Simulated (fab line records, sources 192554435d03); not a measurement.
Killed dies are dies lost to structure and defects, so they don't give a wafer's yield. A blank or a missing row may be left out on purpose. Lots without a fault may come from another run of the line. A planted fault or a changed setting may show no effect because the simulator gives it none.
fab line records | flow n5_finfet
record lots=7 wafers=19 last_day=17
route steps=1938 shown MOL_CONTACT_COAG@576 BEOL_M4@1111 PASSIVATION@1936
lots that met no fault: from a run of the same line without faults
start_h: hours from the record's first day to the start of the lot's first wafer shown | wait_h: hours since the lot's step before | " the same as in the row above | L1.1+2: a row that stands for several wafers | - no value, or no start given | * or withheld: withheld | < > ~ a bound
route shown NAME@n: a module of which the file shows steps, and the number in the route of the first | usual: mean/standard deviation of fault-free wafers | same: alike in all rows | chamber/n: place in a boat | sites: the reading at each site | _std_site: their standard deviation | _edge_site: outer sites' mean less inner sites' | radius_mm: how far each site lies from the wafer's centre | mask NAME#n: copy n | behind: the tool/chamber that last shaped the wafer | hold: why the lot was held/for how many hours/how that ended | device: the transistor (n, p or np) that didn't switch | end of line: the same wafers' tests at the end of the route | a step without rows: its recipe alone | killed: dies lost to structure and defects at the first sort, not the wafer's yield | map: a wafer's dies, x killed, . not, _ none there
set.NAME: the setting as run; set.NAME@STEP: as run at that earlier step | model.NAME: the simulator's own value behind a step, which no gauge read
lots at some steps of the route; a table a step, a row a wafer
services: from which hour (start_h, from the record's first day; less than 0 if before it) a tool's chamber was out of use, for how many hours, and why
## steps
# step N5_MOL_CONTACT_COAG_DESCUM_88
# recipe chemistry=O2 time_s=7 source_power_w=50 bias_power_w=20 pressure_mtorr=20 rf_frequency_hz=2.712e+07 temp_c=40 resist=CAR-EUV o2_flow_sccm=225
# usual chamber_pressure_mTorr=20.000/0.018 drypump_motor_current_A=5.7/0.39 oes_product_au=0.80/0.093 rf_vpp_V=243.0/1.1 showerhead_plenum_p_Torr=2.10/0.056 temp_c=40.02/0.11 throttle_valve_pct=20.61/0.18
# columns lot.wafer tool chamber start_h wait_h chamber_pressure_mTorr drypump_motor_current_A oes_product_au rf_hours_counter_h rf_vpp_V showerhead_plenum_p_Torr temp_c throttle_valve_pct
L731.1 rie_diel-05 0 123.79 0.0 20.005 6.0 0.74 164 240.6 2.01 40.01 20.52
L731.2 " 3 " " 20.025 5.8 0.73 161 241.8 2.11 39.98 20.88
L731.3 " 2 " " 19.970 5.3 0.77 97 243.7 2.15 39.96 20.69
L732.3 rie_diel-04 0 129.61 0.0 19.971 4.8 0.86 55 243.4 2.15 39.94 20.47
L732.4 " 3 " " 19.983 6.3 0.70 219 244.3 2.17 39.82 20.62
L732.5 " 3 " " 20.000 6.2 0.71 - 244.3 2.17 39.99 20.61
L739.5 rie_diel-03 2 187.67 0.0 20.023 5.4 0.68 - 244.3 2.15 40.01 20.74
L739.6 " 3 " " 20.038 5.5 0.90 - 242.8 2.14 40.15 20.42
L745.3 rie_diel-04 0 208.82 0.0 19.992 4.8 0.82 85 244.7 2.14 39.92 20.51
L745.4 " 3 " " 19.961 6.3 0.69 - 243.8 2.16 40.18 20.64
L745.5 " 0 " " 19.957 4.8 0.83 - 243.2 2.14 39.75 20.52
L747.2 rie_diel-03 2 217.11 0.1 19.976 5.3 0.69 248 245.5 2.15 39.93 20.73
L747.6 " 3 " " 20.009 5.5 0.89 - 242.8 2.13 40.06 20.43
L748.1 rie_diel-03 3 222.26 0.2 19.993 5.5 0.89 41 243.0 2.13 40.19 20.44
L748.4 " 3 " " 19.990 5.5 0.89 - 243.4 2.13 40.00 20.44
L748.6 " 0 " " 20.011 5.8 0.95 - 241.1 2.06 39.84 20.20
L749.1 rie_diel-05 3 222.45 0.0 19.991 5.8 0.70 193 244.0 2.10 39.94 20.91
L749.2 " 0 " " 19.978 6.0 0.71 201 241.2 1.99 40.04 20.56
L749.3 " 1 " " 20.013 5.3 0.90 32 243.2 2.14 40.01 20.70
# step N5_MOL_CONTACT_COAG_ETCH_89
# recipe chemistry=N2/H2 target=underlayer target_depth_a=130 mask_material=CAR-EUV time_s=10.4 ion_energy_ev=200 pressure_mtorr=30 source_w=840 bias_w=150 n2_flow_sccm=200 h2_flow_sccm=200 ends=cleared
# step N5_MOL_CONTACT_COAG_ETCH_90
# recipe chemistry=CF4 target=SiARC target_depth_a=130 mask_material=CAR-EUV time_s=21.7 ion_energy_ev=80 pressure_mtorr=40 source_w=545 bias_w=36 Ar_flow_sccm=100 cf4_flow_sccm=100 ends=cleared
# usual chamber_pressure_mTorr=40.00/0.039 drypump_motor_current_A=5.7/0.39 etch_rf_on_time_s=21.9/0.73 oes_product_au=0.68/0.082 rf_vpp_V=184.0/1.1 showerhead_plenum_p_Torr=2.14/0.049 throttle_valve_pct=15.66/0.19
# columns lot.wafer tool chamber start_h wait_h chamber_pressure_mTorr drypump_motor_current_A etch_rf_on_time_s oes_product_au rf_hours_counter_h rf_vpp_V showerhead_plenum_p_Torr throttle_valve_pct
L731.1 rie_diel-05 0 123.84 0.0 39.99 6.0 22.0 0.62 164 182.4 2.05 15.66
L731.2 " 3 " " 40.05 5.8 21.8 0.62 161 184.8 2.14 15.97
L731.3 " 2 " " 40.07 5.3 22.5 0.66 97 184.5 2.14 15.43
L732.3 rie_diel-04 0 129.67 0.0 40.00 4.8 21.1 0.75 55 184.6 2.17 15.41
L732.4 " 3 " " 40.01 6.3 21.6 0.61 219 185.8 2.19 15.65
L732.5 " 3 " " 39.96 6.3 21.7 0.61 - 184.5 2.19 15.64
L739.5 rie_diel-03 2 187.74 0.0 40.05 5.3 21.7 0.59 - 185.7 2.19 15.95
L739.6 " 3 " " 39.94 5.5 20.6 0.78 - 183.8 2.18 15.50
L745.3 rie_diel-04 0 208.88 0.0 40.01 4.8 21.2 0.71 85 184.0 2.16 15.47
L745.4 " 3 " " 40.00 6.3 21.5 0.60 - 185.5 2.18 15.69
L745.5 " 0 " " 40.04 4.8 21.0 0.72 - 184.1 2.16 15.47
L747.2 rie_diel-03 2 217.16 0.0 39.90 5.4 21.3 0.59 248 184.4 2.19 15.94
L747.6 " 3 " " 39.97 5.5 20.3 0.77 - 184.9 2.18 15.51
L748.1 rie_diel-03 3 222.31 0.0 39.99 5.4 20.4 0.76 41 184.0 2.18 15.52
L748.4 " 3 " " 39.95 5.5 20.7 0.76 - 184.1 2.18 15.52
L748.6 " 0 " " 40.02 5.8 22.3 0.81 - 183.4 2.12 15.44
L749.1 rie_diel-05 3 222.50 0.0 39.96 5.8 22.5 0.60 193 184.7 2.13 16.03
L749.2 " 0 " " 39.94 6.0 22.5 0.59 201 181.5 2.04 15.73
L749.3 " 1 " " 40.00 5.3 21.3 0.77 32 182.9 2.18 15.61
# step N5_MOL_CONTACT_COAG_ALD_131
# recipe material=SiO2 target_thk_a=50 temp_c=100 ald_precursor_family=BDEAS ald_co_reactant=O2-plasma pulse_time_s=1 co_reactant_pulse_time_s=1 purge_time_s=2 co_reactant_purge_time_s=2 ald_cycles=35 pressure_torr=2
# usual chamber_pressure_Torr=2.000/0.0044 heater_power_w=80/8.3 precursor_pulse_height_rel=1.001/0.021
# columns lot.wafer tool chamber start_h wait_h chamber_pressure_Torr heater_power_w precursor_pulse_height_rel
L731.1 ald_sin-02 3 123.92 0.1 2.007 82 1.038
L731.2 " 1 " " 1.996 70 0.995
L731.3 " 2 " " 1.988 98 1.008
L732.3 ald_sin-01 1 129.75 0.1 2.004 84 0.974
L732.4 " 0 " " 1.999 65 1.035
L732.5 " 1 " " 2.003 81 1.005
L739.5 ald_sin-01 3 187.99 0.2 2.003 79 1.003
L739.6 " 2 " " 1.999 84 0.986
L745.3 ald_sin-03 0 209.20 0.3 1.999 89 0.985
L745.4 " 1 " " 1.999 67 1.009
L745.5 " 3 " " 2.004 80 0.996
L747.2 ald_sin-01 1 217.24 0.1 1.994 84 0.997
L747.6 " 1 " " 1.997 84 0.989
L748.1 ald_sin-02 3 222.39 0.1 2.000 81 1.008
L748.4 " 2 " " 2.009 94 1.012
L748.6 " 3 " " 1.998 78 0.968
L749.1 ald_sin-01 2 222.58 0.1 2.002 83 1.004
L749.2 " 3 " " 2.007 81 1.002
L749.3 " 1 " " 2.000 83 0.970
# step N5_MOL_CONTACT_COAG_ETCHBACK_132
# recipe chemistry=CHF3 target=SiO2 target_depth_a=100 time_s=6.7 ion_energy_ev=200 pressure_mtorr=30 source_w=610 bias_w=170 Ar_flow_sccm=200 CHF3_flow_sccm=50
# step N5_MOL_CONTACT_COAG_ETCH_91
# recipe chemistry=N2/H2 target=SOC target_depth_a=600 overetch_a=210 mask_material=SiARC temp_c=40 time_s=101.2 ion_energy_ev=200 pressure_mtorr=30 source_w=840 bias_w=150 n2_flow_sccm=200 h2_flow_sccm=200
# step N5_MOL_CONTACT_COAG_STRIP_92
# recipe chemistry=N2/H2 temp_c=40 n2_flow_sccm=200 h2_flow_sccm=200 rf_frequency_hz=6e+07
# step N5_MOL_CONTACT_COAG_STRIP_93
# recipe chemistry=N2/H2 temp_c=40 n2_flow_sccm=200 h2_flow_sccm=200 rf_frequency_hz=6e+07
# step N5_MOL_CONTACT_COAG_ETCHBACK_135
# recipe chemistry=CHF3 target=SiO2 target_depth_a=250 time_s=16.7 ion_energy_ev=200 pressure_mtorr=30 source_w=610 bias_w=170 Ar_flow_sccm=200 CHF3_flow_sccm=50
# step N5_MOL_CONTACT_COAG_STRIP_118
# recipe chemistry=CHF3 resist=SiARC rf_frequency_hz=6e+07
# step N5_MOL_CONTACT_COAG_VIA_ETCH_46
# recipe chemistry=C4F6/O2 target_depth_a=460 overetch_a=92 mask_material=SOC target=SiO2 bias_w=455 pressure_mtorr=10 time_s=40 source_w=325 Ar_flow_sccm=300 C4F6_flow_sccm=10 O2_flow_sccm=10 ion_energy_ev=575.3 ends=end_point
# step N5_MOL_CONTACT_COAG_STRIP_96
# recipe chemistry=N2/H2 power_w=500 temp_c=40 pressure_mtorr=50 rf_frequency_hz=6e+07 overash_fraction=0.3 bias_power_w=28 h2_frac=0.5 n2_flow_sccm=300 h2_flow_sccm=300
# usual chamber_pressure_mTorr=50.00/0.066 drypump_motor_current_A=5.6/0.43 oes_product_au=0.79/0.095 rf_vpp_V=121.9/1.2 showerhead_plenum_p_Torr=3.38/0.071 temp_c=40.00/0.12 throttle_valve_pct=19.0/0.36
# columns lot.wafer tool chamber start_h wait_h chamber_pressure_mTorr drypump_motor_current_A oes_product_au rf_hours_counter_h rf_vpp_V showerhead_plenum_p_Torr temp_c throttle_valve_pct
L731.1 rie_diel-03 1 124.33 0.0 50.00 6.3 0.85 58 123.6 3.41 40.14 18.9
L731.2 " 0 " " 50.04 5.8 0.67 230 122.5 3.32 40.07 18.8
L731.3 " 3 " " 49.99 5.5 0.99 1 119.6 3.45 40.04 19.4
L732.3 rie_diel-03 3 130.16 0.0 50.05 5.5 0.96 3 121.6 3.45 40.02 19.4
L732.4 " 0 " " 50.03 5.8 0.66 232 120.1 3.32 39.98 18.8
L732.5 " 2 " " 49.96 5.4 0.70 - 121.7 3.45 40.12 18.8
L739.5 rie_diel-03 1 188.35 0.0 50.09 6.3 0.82 - 121.1 3.40 39.95 18.9
L739.6 " 2 " " 50.08 5.3 0.69 - 121.3 3.44 39.75 18.9
L745.3 rie_diel-03 2 209.71 0.0 49.92 5.4 0.68 246 124.6 3.43 40.04 18.9
L745.4 " 0 " " 49.96 5.8 0.97 2 122.1 3.31 39.91 18.4
L745.5 " 0 " " 50.00 5.8 0.98 - 120.6 3.31 40.06 18.4
L747.2 rie_diel-03 3 217.65 0.0 50.03 5.4 0.89 39 123.2 3.43 40.09 19.5
L747.6 " 2 " " 50.03 5.3 0.67 - 122.1 3.43 39.83 18.9
L748.1 rie_diel-04 0 222.79 0.0 50.03 4.8 0.82 91 121.9 3.35 40.00 18.2
L748.4 " 1 " " 49.90 5.3 0.84 62 120.5 3.31 39.74 19.3
L748.6 " 1 " " 50.08 5.3 0.85 - 123.2 3.31 39.92 19.3
L749.1 rie_diel-05 2 222.98 0.0 50.08 5.3 0.74 130 121.1 3.39 39.91 19.3
L749.2 " 0 " " 49.99 6.0 0.71 201 120.9 3.20 39.98 18.7
L749.3 " 1 " " 50.00 5.3 0.89 32 123.0 3.46 40.19 19.5
# step N5_MOL_CONTACT_COAG_ETCH_47
# recipe chemistry=CH3F/O2 target=SiNx target_depth_a=270 mask_material=SiO2 stop_on=W over_etch_frac=0.2 ion_energy_ev=120 endpoint=OES-CN pressure_mtorr=30 source_w=395 bias_w=73 Ar_flow_sccm=150 CH3F_flow_sccm=30 O2_flow_sccm=20 ends=end_point
# usual chamber_pressure_mTorr=29.999/0.027 drypump_motor_current_A=5.6/0.42 etch_rf_on_time_s=31.4/0.93 oes_product_au=0.71/0.087 over_etch_frac=0.2/0 rf_vpp_V=298/8.3 showerhead_plenum_p_Torr=2.00/0.045 throttle_valve_pct=16.41/0.15
# columns lot.wafer tool chamber start_h wait_h chamber_pressure_mTorr drypump_motor_current_A etch_rf_on_time_s oes_product_au over_etch_frac rf_hours_counter_h rf_vpp_V showerhead_plenum_p_Torr throttle_valve_pct model.etch.over_etch_s model.MOL_CONTACT_COAG.feature_depth_nm
L731.1 rie_diel-03 1 124.37 0.0 29.955 6.4 31.5 0.76 0.2 58 312 2.03 16.28 5.254 18.6
L731.2 " 0 " " 29.962 5.8 32.5 0.60 0.2 230 287 1.98 16.56 5.413 18.6
L731.3 " 3 " " 30.003 5.5 29.6 0.90 0.2 1 301 2.05 16.22 4.927 18.6
L732.3 rie_diel-03 3 130.20 0.0 30.004 5.5 29.5 0.88 0.2 3 302 2.05 16.24 4.912 18.6
L732.4 " 0 " " 30.003 5.8 32.5 0.61 0.2 232 286 1.98 16.55 5.409 18.6
L732.5 " 2 " " 30.001 5.3 31.5 0.63 0.2 - 304 2.04 16.54 5.244 18.6
L739.5 rie_diel-03 1 188.40 0.0 29.957 6.3 32.0 0.72 0.2 - 310 2.02 16.32 5.337 18.6
L739.6 " 2 " " 29.995 5.4 34.0 0.59 0.30905 - 303 2.03 16.59 8.023 18.8
L745.3 rie_diel-03 2 209.75 0.0 29.980 5.3 34.2 0.58 0.30905 246 302 2.03 16.61 8.082 18.8
L745.4 " 0 " " 29.984 5.8 31.8 0.87 0.2 2 285 1.97 16.10 5.306 18.4
L745.5 " 0 " " 30.016 5.8 32.2 0.86 0.2 - 288 1.97 16.12 5.357 18.6
L747.2 rie_diel-03 3 217.69 0.0 30.016 5.4 29.3 0.80 0.2 39 301 2.04 16.30 4.89 18.6
L747.6 " 2 " " 30.017 5.4 34.2 0.58 0.30905 - 302 2.03 16.61 8.066 19
L748.1 rie_diel-04 0 222.83 0.0 29.975 4.8 30.6 0.73 0.2 91 303 2.02 16.26 5.101 18.4
L748.4 " 1 " " 30.037 5.3 30.8 0.75 0.2 62 301 1.96 16.54 5.134 18.6
L748.6 " 1 " " 30.016 5.3 30.9 0.74 0.2 - 300 1.96 16.54 5.154 18.6
L749.1 rie_diel-05 2 223.02 0.0 29.941 5.3 32.9 0.66 0.2 130 292 2.00 16.31 5.489 18.6
L749.2 " 0 " " 30.000 6.0 32.0 0.62 0.2 201 288 1.89 16.42 5.34 18.6
L749.3 " 1 " " 30.000 5.3 30.9 0.80 0.2 32 286 2.05 16.48 5.158 18.6
# step N5_MOL_CONTACT_COAG_STRIP_119
# recipe chemistry=N2/H2 time_s=30 power_w=1000 temp_c=250 pressure_mtorr=withheld n2_flow_sccm=1750 h2_flow_sccm=3250
# usual drypump_motor_current_A=5.9/0.43 heater_power_w=329/23 temp_c=250.02/0.18
# columns lot.wafer tool chamber start_h wait_h drypump_motor_current_A heater_power_w rf_hours_counter_h temp_c
L731.1 plasma_asher-02 0 124.45 0.1 6.4 340 99 249.95
L731.2 " 1 " " 5.7 367 99 249.83
L731.3 " 1 " " 5.7 361 - 249.97
L732.3 plasma_asher-02 1 130.30 0.1 5.8 359 - 249.74
L732.4 " 0 " " 6.4 354 - 249.65
L732.5 " 0 " " 6.4 337 - 249.76
L739.5 plasma_asher-02 0 188.50 0.1 6.4 354 - 249.98
L739.6 " 1 " " 5.7 360 - 249.88
L745.3 plasma_asher-01 0 209.85 0.1 6.3 315 - 250.12
L745.4 " 1 " " 5.3 310 - 249.87
L745.5 " 1 " " 5.4 297 - 250.05
L747.2 plasma_asher-02 0 217.77 0.1 6.4 338 116 250.20
L747.6 " 0 " " 6.4 346 - 250.13
L748.1 plasma_asher-01 0 222.92 0.1 6.3 317 63 249.96
L748.4 " 0 " " 6.2 314 - 249.83
L748.6 " 1 " " 5.3 302 - 250.30
L749.1 plasma_asher-01 0 223.10 0.1 6.2 319 63 249.97
L749.2 " 1 " " 5.4 312 63 249.92
L749.3 " 0 " " 6.3 318 - 249.74
# step N5_BEOL_M4_RC_MEAS_101
# usual DIBL_N=36.0/2 DIBL_P=35.9/2.5 IOFF_N=0.16/0.038 IOFF_P=0.21/0.04 ION_N=675/14 ION_P=462/9.4 SS_N=71.5/0.75 SS_P=73.2/0.74 VT_N=250/3.9 VT_P=-251/3.2
# columns lot.wafer tool chamber start_h wait_h DIBL_N[mV/V] DIBL_P[mV/V] IOFF_N[nA/um] IOFF_P[nA/um] ION_N[uA/um] ION_P[uA/um] SS_N[mV/dec] SS_P[mV/dec] VT_N[mV] VT_P[mV]
L731.1 prober-01 0 182.19 0.0 34.6 34.3 0.14 0.18 665 464 72.2 72.6 253 -252
L731.2 " 0 " " 36.5 36.9 0.17 0.21 683 469 71.4 73.5 251 -252
L731.3 " 0 " " 35.2 36.4 0.15 0.20 673 465 72.1 72.7 252 -251
L732.3 prober-01 0 197.43 0.3 39.6 40.5 0.21 0.26 679 463 72.7 73.6 247 -250
L732.4 " 0 " " 35.5 36.5 0.13 0.19 644 446 70.8 73.6 255 -254
L732.5 " 0 " " 38.2 37.5 0.19 0.20 671 452 72.4 74.1 249 -255
L739.5 prober-02 0 250.08 0.6 37.5 38.2 0.17 0.21 671 453 72.0 73.8 248 -251
L739.6 " 0 " " 35.7 38.0 0.14 0.21 654 455 71.7 73.3 252 -250
L745.3 prober-02 0 270.17 0.3 35.7 37.3 0.16 0.21 669 464 71.5 73.7 249 -246
L745.4 " 0 " " 34.4 36.1 0.13 0.18 686 473 71.0 73.1 256 -251
L745.5 " 0 " " 33.3 34.8 0.12 0.18 656 459 71.2 72.7 255 -253
L747.2 prober-01 0 273.82 0.2 35.2 34.2 0.16 0.20 699 475 71.1 72.6 248 -249
L747.6 " 0 " " 35.3 32.2 0.15 0.18 668 454 72.0 72.8 250 -251
L748.1 prober-01 0 276.56 0.0 35.5 36.7 0.14 0.21 681 474 70.7 73.0 253 -249
L748.4 " 0 " " 36.1 37.4 0.15 0.21 677 469 71.4 73.4 250 -250
L748.6 " 0 " " 34.8 36.1 0.13 0.19 671 464 71.2 73.0 255 -250
L749.1 prober-01 0 295.73 0.0 38.2 37.8 0.19 0.24 693 472 72.2 73.3 247 -250
L749.2 " 0 " " 35.3 35.8 0.12 0.22 653 462 70.7 73.6 254 -250
L749.3 " 0 " " 38.5 37.4 0.18 0.24 668 457 72.6 73.9 251 -250
# step N5_PASSIVATION_PROBE_49
# usual defect_limited_yield=91.3/1.5 killed_at_M0_to_M3=33/12 killed_at_M4_up=15/5.2 killed_at_contacts=12/5.1 killed_at_front_end=39/11 killed_at_other=5/3.6 killed_dies=103/18 killed_open=67/13 killed_short=33/7.8 sort_bin_5_function=5.1/0.96 sort_bin_6_memory=3.2/0.71 sort_n_pass=1077/18 sort_yield_pct=91.3/1.5
# same gross_dies=1180 killed_at_back_side=0 sort_bin_4_leakage[%]=0 sort_bin_8_speed[%]=0
# columns lot.wafer tool chamber start_h wait_h defect_limited_yield[%] killed_at_M0_to_M3 killed_at_M4_up killed_at_contacts killed_at_front_end killed_at_other killed_dies killed_open killed_short sort_bin_5_function[%] sort_bin_6_memory[%] sort_n_pass sort_yield_pct[%]
L731.1 prober-02 - 278.47 0.0 91.6 34 13 6 36 10 99 60 37 5.5 2.5 1081 91.6
L731.2 prober-02 - 278.52 0.1 89.7 29 24 10 54 4 121 80 27 5.8 3.3 1059 89.7
L731.3 prober-02 - 278.57 0.1 91.0 29 9 7 54 7 106 67 31 5.4 2.6 1074 91.0
L732.3 prober-01 - 292.22 0.1 92.9 24 13 14 29 4 84 57 23 4.2 2.7 1096 92.9
L732.4 prober-01 - 292.27 0.2 92.5 17 14 15 39 3 88 55 29 4.5 2.5 1092 92.5
L732.5 prober-01 - 292.32 0.2 93.2 24 20 3 30 3 80 54 22 3.9 2.7 1100 93.2
L739.5 prober-02 - 348.65 0.2 91.5 26 17 11 43 3 100 57 28 4.3 2.5 1080 91.5
L739.6 prober-02 - 348.70 0.3 91.7 28 19 13 36 2 98 68 29 4.5 3.6 1082 91.7
L745.3 prober-01 - 365.28 0.1 90.0 32 19 14 46 7 118 83 28 6.1 3.1 1062 90.0
L745.4 prober-01 - 365.33 0.2 92.5 13 14 18 39 5 89 60 29 4.0 3.1 1091 92.5
L745.5 prober-01 - 365.38 0.2 89.6 34 24 15 40 10 123 77 36 5.5 3.6 1057 89.6
L749.1 prober-02 - 397.45 0.0 90.8 37 18 9 39 5 108 71 33 5.6 3.1 1072 90.8
L749.2 prober-02 - 397.50 0.1 91.4 37 10 7 44 4 102 56 35 4.2 3.6 1078 91.4
L749.3 prober-02 - 397.55 0.1 93.9 18 15 5 34 0 72 47 23 3.5 2.4 1108 93.9
# killed by level:class
L731.1 STI_FIN_REVEAL:geometric_particle:open=9 BEOL_M0_SAQP:geometric_particle:open=9 BEOL_M0_SAQP:geometric_particle:short=8 FIN_SAQP:geometric_particle:open=7 BEOL_M0:geometric_particle:open=6 BEOL_M4:geometric_particle:open=5 MOL_CONTACT_COAG:geometric_particle:open=5 BEOL_M4:geometric_particle:short=5
L731.2 STI_FIN_REVEAL:geometric_particle:open=16 BEOL_M0_SAQP:geometric_particle:open=15 MOL_CONTACT_COAG:geometric_particle:open=9 HKMG_FIN:area_etch=9 BEOL_M4:geometric_particle:open=8 FIN_SAQP:geometric_particle:open=5 FIN_SAQP:geometric_particle:short=5 BEOL_M3:geometric_particle:open=5
L731.3 STI_FIN_REVEAL:geometric_particle:open=17 HKMG_FIN:area_etch=8 DUMMY_GATE:geometric_particle:open=7 BEOL_M0_SAQP:geometric_particle:open=7 FIN_SAQP:geometric_particle:open=6 FIN_SAQP:geometric_particle:short=5 MOL_CONTACT_COAG:geometric_particle:open=5 BEOL_M0_SAQP:geometric_particle:short=5
L732.3 BEOL_M1:geometric_particle:open=12 MOL_CONTACT_COAG:geometric_particle:open=9 FIN_SAQP:geometric_particle:open=8 MOL_CONTACT_COAG:geometric_particle:short=5 BEOL_M5:geometric_particle:open=5 DUMMY_GATE:geometric_particle:open=4 FIN_SAQP:geometric_particle:short=3 BEOL_M4:geometric_particle:open=3
L732.4 MOL_CONTACT_COAG:geometric_particle:open=12 FIN_SAQP:geometric_particle:open=11 FIN_SAQP:geometric_particle:short=7 STI_FIN_REVEAL:geometric_particle:open=7 BEOL_M4:geometric_particle:open=6 BEOL_M1:geometric_particle:open=5 MOL_CONTACT_COAG:geometric_particle:short=3 BEOL_M0_SAQP:geometric_particle:short=3
L732.5 FIN_SAQP:geometric_particle:open=8 BEOL_M5:geometric_particle:open=8 BEOL_M2:geometric_particle:open=6 FIN_SAQP:geometric_particle:short=5 BEOL_M1:geometric_particle:open=5 BEOL_M7:geometric_particle:open=5 BEOL_M3:geometric_particle:open=4 STI_FIN_REVEAL:geometric_particle:open=3
L739.5 HKMG_FIN:area_etch=15 BEOL_M2:geometric_particle:open=11 MOL_CONTACT_COAG:geometric_particle:open=10 BEOL_M4:geometric_particle:open=6 BEOL_M0_SAQP:geometric_particle:short=6 BEOL_M0_SAQP:geometric_particle:open=6 FIN_SAQP:geometric_particle:short=5 FIN_SAQP:geometric_particle:open=4
L739.6 STI_FIN_REVEAL:geometric_particle:open=12 BEOL_M3:geometric_particle:open=11 MOL_CONTACT_COAG:geometric_particle:open=7 FIN_SAQP:geometric_particle:short=6 MOL_CONTACT_COAG:geometric_particle:short=6 BEOL_M2:geometric_particle:open=6 FIN_SAQP:geometric_particle:open=5 BEOL_M4:geometric_particle:open=5
L745.3 BEOL_M4:geometric_particle:open=17 MOL_CONTACT_COAG:geometric_particle:open=12 FIN_SAQP:geometric_particle:open=9 BEOL_M2:geometric_particle:open=9 STI_FIN_REVEAL:geometric_particle:open=7 BEOL_M0_SAQP:geometric_particle:open=7 HKMG_FIN:area_etch=7 DUMMY_GATE:geometric_particle:open=6
L745.4 FIN_SAQP:geometric_particle:short=18 MOL_CONTACT_COAG:geometric_particle:open=17 FIN_SAQP:geometric_particle:open=12 BEOL_M4:geometric_particle:open=9 BEOL_M2:geometric_particle:open=7 BEOL_M3:geometric_particle:open=4 GATE_CUT:geometric_particle:open=2 BEOL_M5:geometric_particle:short=2
L745.5 BEOL_M2:geometric_particle:open=11 MOL_CONTACT_COAG:geometric_particle:open=9 BEOL_M3:geometric_particle:open=9 BEOL_M4:geometric_particle:open=9 FIN_SAQP:geometric_particle:open=8 HKMG_FIN:area_etch=8 MOL_CONTACT_COAG:geometric_particle:short=6 FIN_SAQP:geometric_particle:short=4
L749.1 BEOL_M2:geometric_particle:open=12 FIN_SAQP:geometric_particle:open=10 BEOL_M0_SAQP:geometric_particle:short=9 MOL_CONTACT_COAG:geometric_particle:open=8 FIN_SAQP:geometric_particle:short=7 BEOL_M0_SAQP:geometric_particle:open=7 STI_FIN_REVEAL:geometric_particle:open=6 DUMMY_GATE:geometric_particle:open=4
L749.2 BEOL_M0_SAQP:geometric_particle:open=12 FIN_SAQP:geometric_particle:short=10 BEOL_M0_SAQP:geometric_particle:short=8 GATE_CUT:geometric_particle:short=7 MOL_CONTACT_COAG:geometric_particle:open=7 HKMG_FIN:area_etch=7 BEOL_M2:geometric_particle:open=6 FIN_SAQP:geometric_particle:open=5
L749.3 DUMMY_GATE:geometric_particle:open=13 BEOL_M4:geometric_particle:open=7 STI_FIN_REVEAL:geometric_particle:open=7 BEOL_M0_SAQP:geometric_particle:short=4 BEOL_M2:geometric_particle:open=4 FIN_SAQP:geometric_particle:short=3 MOL_CONTACT_COAG:geometric_particle:open=3 BEOL_M3:geometric_particle:open=3
## services
# columns tool chamber start_h hours kind
rie_diel-03 3 104.51 - clean
rie_diel-03 3 104.51 - consumable_replace:focus_ring
rie_diel-03 3 104.51 17.2 scheduled_down
rie_diel-03 3 104.51 17.2 vent_cycle
rie_diel-05 1 114.63 - clean
rie_diel-05 1 114.63 - consumable_replace:focus_ring
rie_diel-04 3 149.33 7.2 repair
plasma_asher-02 - 154.70 6.9 repair
ald_sin-01 3 158.58 5.2 repair
ald_sin-03 - 161.72 6.1 pm
rie_diel-04 2 169.75 12.7 repair
rie_diel-03 0 180.04 - clean
rie_diel-03 0 180.04 - consumable_replace:focus_ring
rie_diel-03 0 180.04 25.4 scheduled_down
rie_diel-03 0 180.04 25.4 vent_cycle
ald_sin-03 0 197.94 3.1 repair
ald_sin-01 - 199.15 6.0 pm
rie_diel-04 2 205.62 6.8 repair
ald_sin-01 3 211.06 9.5 repair
plasma_asher-01 - 216.65 2.8 pm
rie_diel-03 2 222.26 - clean
rie_diel-03 2 222.26 - consumable_replace:focus_ring
rie_diel-03 2 222.26 19.4 scheduled_down
rie_diel-03 2 222.26 19.4 vent_cycle
## key
first_sign step=N5_MOL_CONTACT_COAG_ETCH_47 reading=over_etch_frac direction=up sigmas=99+ usual=0.2 struck=0.30905
effect step=N5_MOL_CONTACT_COAG_ETCH_47 reading=etch_rf_on_time_s direction=up sigmas=3 usual=* struck=*
model_effect step=N5_MOL_CONTACT_COAG_ETCH_47 value=etch.over_etch_s without=5.214 struck=8.057
met_at N5_MOL_CONTACT_COAG_ETCH_47
struck_wafers L739.6,L745.3,L747.6
baseline_loss step=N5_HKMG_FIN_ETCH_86 wafers=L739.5
onset_between 130.20 188.40
fault kind=process_parameter_drift tool=rie_diel-03 chamber=- onset_h=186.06 steps=N5_MOL_CONTACT_COAG_ETCH_47 channel=over_etch_frac offset=0.10905 shape=step end_h=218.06 scope=struck_wafers_only acts_in=these_recipes_only stated=0.2
# baseline_loss: these wafers lose ten dies or more at that step, a loss of the line's own and not of a fault; the sort's usual values leave them out
